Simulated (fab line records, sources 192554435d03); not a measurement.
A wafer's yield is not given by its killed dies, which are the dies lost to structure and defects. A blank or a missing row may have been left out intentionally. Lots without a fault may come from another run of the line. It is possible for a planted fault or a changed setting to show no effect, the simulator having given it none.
Split-lot experiment	flow n5_finfet	21 wafers read across 7 lots, on a route 1938 steps long

## ABOUT THE SPLIT
At N5_SD_EPI_P_EXPOSE_06 (exposes mask SD P BLK, target cd 240 nm), the setting dose_mj was moved away from the recipe's 39.5 on 6 of the 21 wafers read, by -6.9% to +5.3%. The other wafers ran this setting at the recipe's value.

## BETWEEN THE SPLIT AND THE READING: the file shows 1 step in between
- N5_SD_EPI_P_DEVELOP_08: develop time 30 s (also split here: develop_time_s)

## THE READING
SD_EPI_P.cd_nm (the simulator's own value, which no gauge read), in nm, at N5_SD_EPI_P_DESCUM_14 (chemistry O2, time 7.9 s). The file gives no usual value for it. Across the 15 wafers here that went through the recipe, the average is 240.0 nm and the standard deviation 0.9 nm.

wafer	tool, chamber at the split	dose_mj as run	against the recipe	SD_EPI_P.cd_nm, nm	against lot-mates on the recipe
L078.1	arfi_scanner-01, 0	39.5	recipe	239.4	-
L078.4	arfi_scanner-01, 0	39.5	recipe	239	-
L078.5	arfi_scanner-01, 0	40.43	+2.4%	241.8	+2.6
L081.4	arfi_scanner-01, 0	39.5	recipe	239.6	-
L081.5	arfi_scanner-01, 0	41.17	+4.2%	241.6	+2.9
L081.6	arfi_scanner-01, 0	39.5	recipe	237.8	-
L082.1	arfi_scanner-03, 0	39.5	recipe	240.8	-
L082.2	arfi_scanner-03, 0	39.5	recipe	240.8	-
L082.6	arfi_scanner-03, 0	39.5	recipe	240.2	-
L085.2	arfi_scanner-02, 0	39.5	recipe	240.6	-
L085.5	arfi_scanner-02, 0	39.5	recipe	240.4	-
L085.6	arfi_scanner-02, 0	41.6	+5.3%	242.4	+1.9
L090.1	arfi_scanner-02, 0	39.5	recipe	240.8	-
L090.5	arfi_scanner-02, 0	39.5	recipe	240.8	-
L090.3	arfi_scanner-02, 0	39.5	recipe	239.4	-
L091.3	arfi_scanner-02, 0	39.5	recipe	239.2	-
L091.4	arfi_scanner-02, 0	36.79	-6.9%	235.8	-3.4
L091.6	arfi_scanner-02, 0	36.79	-6.9%	234.2	-5.0
L094.1	arfi_scanner-03, 0	41.1	+4.1%	241.8	+1.4
L094.2	arfi_scanner-03, 0	39.5	recipe	239.6	-
L094.4	arfi_scanner-03, 0	39.5	recipe	241.2	-

THE FIT
A straight line over all 21 wafers: SD_EPI_P.cd_nm changes by +0.617 nm for each +1% of dose_mj; r = +0.89; the points scatter about the line by 0.92 nm.
The same after taking each lot's own level away (the mean of its wafers on the recipe; 21 wafers): +0.566 nm for each +1%; r = +0.92; scatter 0.72 nm.
That fit puts the effect of the largest move of dose_mj on the reading at 3.9 nm.
The span of the lots' own levels, 238.70 to 240.60 nm, comes to 2.1 times the standard deviation stated above.
Consequently the slope shifts little with the lot-to-lot level, the two slopes agreeing.
Check: -4.21 nm against its lot-mates is what the line predicts for one of the wafers moved furthest among these (-6.9%) when that wafer is left out of the fit. It came out at -3.4 nm against them.

## THESE WAFERS: OTHER SPLITS
Before the reading, these wafers also passed through other splits. Each is held against what the fit with the lots' levels taken away leaves over:
other split on the same wafers	wafers away from the commonest value	r with SD_EPI_P.cd_nm (lot level and that fit taken away)
N5_ZERO_LAYER_COAT_05 spin_rpm	3	-0.03
N5_ZERO_LAYER_PEB_09 peb_time_s	as run: not given for these wafers	-
N5_WELL_APT_EXPOSE_05 dose_mj	7	-0.08
N5_WELL_APT_COAT_19 spin_rpm	8	+0.16
N5_DUMMY_GATE_COAT_35 spin_rpm	6	+0.39
N5_DUMMY_GATE_COAT_28 spin_rpm	8	+0.01
N5_SD_EPI_P_DEVELOP_08 develop_time_s	11	+0.59

## THE FILE'S OWN FIT
SD_EPI_P.cd_nm changes by +0.547 nm for each +1% of dose_mj, r = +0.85.
